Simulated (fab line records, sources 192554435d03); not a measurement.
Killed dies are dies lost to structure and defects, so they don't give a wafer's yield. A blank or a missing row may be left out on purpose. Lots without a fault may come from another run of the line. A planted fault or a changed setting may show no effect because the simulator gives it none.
Which tool did it? | flow n5_finfet | 10 lots, 28 wafers sampled, at 6 steps of a route of 1938

WHAT THE GAUGES READ, wafer by wafer
N5_BEOL_M15_THK_MEAS_50: measures by xrf. Usual: M15_THK 845 nm, standard deviation 23.
lot  | measured     | on            | M15_THK (nm) | flag
L661 | day 15 06:35 | film_metro-02 | 832 903 841  |
L663 | day 15 20:46 | film_metro-02 | 841 839 855  |
L669 | day 17 07:30 | film_metro-02 | 835 819 831  |
L666 | day 17 09:16 | film_metro-01 | 857 827 821  |
L677 | day 18 22:43 | film_metro-01 | 800 810 845  |
L676 | day 19 20:38 | film_metro-01 | 809 809 875  |
L675 | day 20 00:04 | film_metro-01 | 850 824 827  |
L678 | day 20 00:20 | film_metro-01 | 1057 865     | OFF
L679 | day 20 19:53 | film_metro-02 | 1078 888 874 | OFF
L682 | day 21 00:22 | film_metro-01 | 830 1156     | OFF

N5_BEOL_M15_RS_MEAS_54: measures by four-point-probe. Usual: M15_RS 0.0217 ohm/sq, standard deviation 0.00054.
lot  | measured     | on            | M15_RS (ohm/sq)      | flag
L661 | day 15 06:43 | film_metro-02 | 0.0221 0.0205 0.0220 |
L663 | day 15 20:55 | film_metro-01 | 0.0221 0.0222 0.0217 |
L669 | day 17 07:37 | film_metro-01 | 0.0216 0.0220 0.0217 |
L666 | day 17 09:24 | film_metro-02 | 0.0212 0.0222 0.0223 |
L677 | day 18 22:53 | film_metro-01 | 0.0225 0.0222 0.0213 |
L676 | day 19 20:46 | film_metro-01 | 0.0223 0.0224 0.0206 |
L675 | day 20 00:11 | film_metro-02 | 0.0215 0.0221 0.0220 |
L678 | day 20 00:28 | film_metro-02 | 0.0173 0.0211        | OFF
L679 | day 20 20:01 | film_metro-01 | 0.0172 0.0209 0.0211 | OFF
L682 | day 21 00:31 | film_metro-01 | 0.0221 0.0158        | OFF

N5_BEOL_M15_INSPECT_55: inspects for defects (darkfield). Usual: raw_defect_count 72, standard deviation 23.
lot  | measured     | on                | raw_defect_count | flag
L661 | day 15 06:44 | defect_inspect-02 | 55 54 56         |
L663 | day 15 20:56 | defect_inspect-02 | 72 37 64         |
L669 | day 17 07:39 | defect_inspect-01 | 80 59 49         |
L666 | day 17 09:26 | defect_inspect-02 | 67 75 92         |
L677 | day 18 22:54 | defect_inspect-01 | 55 82 84         |
L676 | day 19 20:48 | defect_inspect-01 | 85 107 63        |
L675 | day 20 00:13 | defect_inspect-01 | 79 58 65         |
L678 | day 20 00:29 | defect_inspect-02 | 36 70            |
L679 | day 20 20:02 | defect_inspect-01 | 94 94 45         |
L682 | day 21 00:33 | defect_inspect-02 | 76 71            |

WHICH TOOL RAN EACH LOT (tool, then ch and the chambers of the sampled wafers, then the start)
lot  | N5_BEOL_M15_TRENCH_ETCH_34         | N5_BEOL_M15_STRIP_36               | N5_BEOL_M15_SPUTTER_45
L661 | rie_diel-06 ch 0,1,3, day 14 21:57 | rie_diel-05 ch 0,2, day 15 04:59   | pvd_sputter-01, day 15 05:38
L663 | rie_diel-05 ch 0,3, day 15 19:01   | rie_diel-02 ch 0,3, day 15 19:14   | pvd_sputter-02, day 15 19:49
L669 | rie_diel-05 ch 1,2,3, day 17 01:37 | rie_diel-06 ch 0,2, day 17 05:07   | pvd_sputter-02, day 17 05:56
L666 | rie_diel-06 ch 0,1,2, day 17 05:29 | rie_diel-06 ch 0,1,2, day 17 05:56 | pvd_sputter-02, day 17 08:19
L677 | rie_diel-02 ch 0,1,3, day 18 19:46 | rie_diel-05 ch 0,1, day 18 20:17   | pvd_sputter-01, day 18 21:01
L676 | rie_diel-06 ch 0,1,3, day 19 17:58 | rie_diel-02 ch 0,2,3, day 19 18:32 | pvd_sputter-01, day 19 19:41
L675 | rie_diel-02 ch 0,2,3, day 19 20:50 | rie_diel-05 ch 1,3, day 19 22:15   | pvd_sputter-01, day 19 23:02
L678 | rie_diel-06 ch 0,2, day 19 21:13   | rie_diel-02 ch 0,2, day 19 22:16   | pvd_sputter-02, day 19 23:05
L679 | rie_diel-06 ch 0,2, day 20 09:57   | rie_diel-02 ch 0,1,2, day 20 18:04 | pvd_sputter-02, day 20 18:47
L682 | rie_diel-06 ch 1,3, day 20 17:35   | rie_diel-05 ch 0,1, day 20 22:10   | pvd_sputter-02, day 20 23:12
- N5_BEOL_M15_TRENCH_ETCH_34: etches SiO2 in C4F8/O2/Ar, target depth 872.93 nm, time 199 s.
- N5_BEOL_M15_STRIP_36: strips in O2.
- N5_BEOL_M15_SPUTTER_45: material Cu, target thk 100 nm, time 16.67 s.

WHAT THE TOOLS THEMSELVES READ (means of the sampled wafers that have a number; where no wafer has one, the mark that the record gives instead)
N5_BEOL_M15_TRENCH_ETCH_34. Usual: drypump_motor_current_A 5.6 A, standard deviation 0.43; oes_product_au 0.80 a.u., standard deviation 0.09; rf_fwd_power_W 1900 W, standard deviation 5.7; rf_vpp_V 2258 V, standard deviation 49; showerhead_plenum_p_Torr 3.46 Torr, standard deviation 0.11; throttle_valve_pct 30.84 %, standard deviation 0.25.
lot  | tool        | drypump_motor_current_A (A) | oes_product_au (a.u.) | rf_fwd_power_W (W) | rf_vpp_V (V) | showerhead_plenum_p_Torr (Torr) | throttle_valve_pct (%) | flag
L661 | rie_diel-06 | 5.8                         | 0.80                  | 1900               | 2265         | 3.49                            | 30.85                  |
L663 | rie_diel-05 | 5.2                         | 0.69                  | 1897               | 2267         | 3.26                            | 30.91                  |
L669 | rie_diel-05 | 5.8                         | 0.80                  | 1896               | 2241         | 3.46                            | 30.87                  |
L666 | rie_diel-06 | 5.6                         | 0.80                  | 1900               | 2237         | 3.45                            | 30.70                  |
L677 | rie_diel-02 | 5.6                         | 0.79                  | 1903               | 2313         | 3.48                            | 30.99                  |
L676 | rie_diel-06 | 5.8                         | 0.76                  | 1897               | 2263         | 3.48                            | 30.88                  |
L675 | rie_diel-02 | 5.2                         | 0.82                  | 1903               | 2281         | 3.44                            | 30.93                  |
L678 | rie_diel-06 | 5.7                         | 0.80                  | 1902               | 2231         | 3.40                            | 30.85                  |
L679 | rie_diel-06 | 5.6                         | 0.83                  | 1897               | 2218         | 3.39                            | 30.79                  |
L682 | rie_diel-06 | 5.8                         | 0.79                  | 1891               | 2258         | 3.50                            | 30.79                  |

N5_BEOL_M15_STRIP_36. Usual: drypump_motor_current_A 5.6 A, standard deviation 0.45; oes_product_au 0.79 a.u., standard deviation 0.092; rf_vpp_V 3.9 V, standard deviation 0.92; showerhead_plenum_p_Torr 2.10 Torr, standard deviation 0.087; temp_c 59.99 C, standard deviation 0.11; throttle_valve_pct 16.65 %, standard deviation 0.24.
lot  | tool        | drypump_motor_current_A (A) | oes_product_au (a.u.) | rf_vpp_V (V) | showerhead_plenum_p_Torr (Torr) | temp_c (C) | throttle_valve_pct (%) | flag
L661 | rie_diel-05 | 5.4                         | 0.69                  | 3.4          | 2.06                            | 59.92      | 16.82                  |
L663 | rie_diel-02 | 5.4                         | 0.83                  | 4.4          | 2.08                            | 60.05      | 16.91                  |
L669 | rie_diel-06 | 5.7                         | 0.79                  | 3.9          | 2.05                            | 60.09      | 16.58                  |
L666 | rie_diel-06 | 5.6                         | 0.80                  | 3.6          | 2.09                            | 59.92      | 16.49                  |
L677 | rie_diel-05 | 5.4                         | 0.83                  | 4.2          | 2.07                            | 59.94      | 16.52                  |
L676 | rie_diel-02 | 5.2                         | 0.83                  | 3.8          | 2.12                            | 60.01      | 16.79                  |
L675 | rie_diel-05 | 5.6                         | 0.81                  | 4.7          | 2.06                            | 59.94      | 16.46                  |
L678 | rie_diel-02 | 4.9                         | 0.86                  | 4.5          | 2.19                            | 60.09      | 16.71                  |
L679 | rie_diel-02 | 5.4                         | 0.81                  | 4.9          | 2.19                            | 60.04      | 16.76                  |
L682 | rie_diel-05 | 5.3                         | 0.93                  | 4.2          | 2.17                            | 59.91      | 16.43                  |

N5_BEOL_M15_SPUTTER_45. Usual: cathode_dc_power_W 26000 W, standard deviation 4.7; chuck_gas_flow_sccm 1.26 sccm, standard deviation 0.047; throttle_valve_pct 29.9 %, standard deviation 0.7.
lot  | tool           | cathode_dc_power_W (W) | chuck_gas_flow_sccm (sccm) | throttle_valve_pct (%) | flag
L661 | pvd_sputter-01 | 25999                  | 1.31                       | 30.0                   |
L663 | pvd_sputter-02 | 25999                  | 1.24                       | 29.9                   |
L669 | pvd_sputter-02 | 26006                  | 1.25                       | 29.6                   |
L666 | pvd_sputter-02 | 25998                  | 1.27                       | 30.1                   |
L677 | pvd_sputter-01 | 26001                  | 1.27                       | 29.4                   |
L676 | pvd_sputter-01 | 26003                  | 1.24                       | 29.9                   |
L675 | pvd_sputter-01 | 25999                  | 1.27                       | 30.5                   |
L678 | pvd_sputter-02 | 25997                  | 1.31                       | 29.5                   |
L679 | pvd_sputter-02 | 26002                  | 1.22                       | 29.8                   |
L682 | pvd_sputter-02 | 26000                  | 1.24                       | 30.3                   |

THE ANSWER, worked out from the rows above alone
Rule: a lot is off if the mean of its wafers that have a number lies more than 3 standard deviations from the usual mean. A lot without any number at a reading at which 4 lots or more have one is off too. The other lots that the step has rows for count as sound. The gauges are gone through in route order, then the tools' own readings, and for those a lot's mean is taken as printed above. The first step at which some lot is off is used, and at that step the reading that is off furthest; a lot without a number counts as furthest.
Off: L678, L679, L682, at N5_BEOL_M15_THK_MEAS_50 (M15_THK).
A tool fits if, at a process step before that reading, it ran every lot that is off, and no sound lot after the first of them. The gauges at N5_BEOL_M15_THK_MEAS_50 are tried like those tools. Can't be told from this: 2 tools fit, rie_diel-06 at N5_BEOL_M15_TRENCH_ETCH_34, pvd_sputter-02 at N5_BEOL_M15_SPUTTER_45.

WHAT THE SIMULATOR HAD PUT IN
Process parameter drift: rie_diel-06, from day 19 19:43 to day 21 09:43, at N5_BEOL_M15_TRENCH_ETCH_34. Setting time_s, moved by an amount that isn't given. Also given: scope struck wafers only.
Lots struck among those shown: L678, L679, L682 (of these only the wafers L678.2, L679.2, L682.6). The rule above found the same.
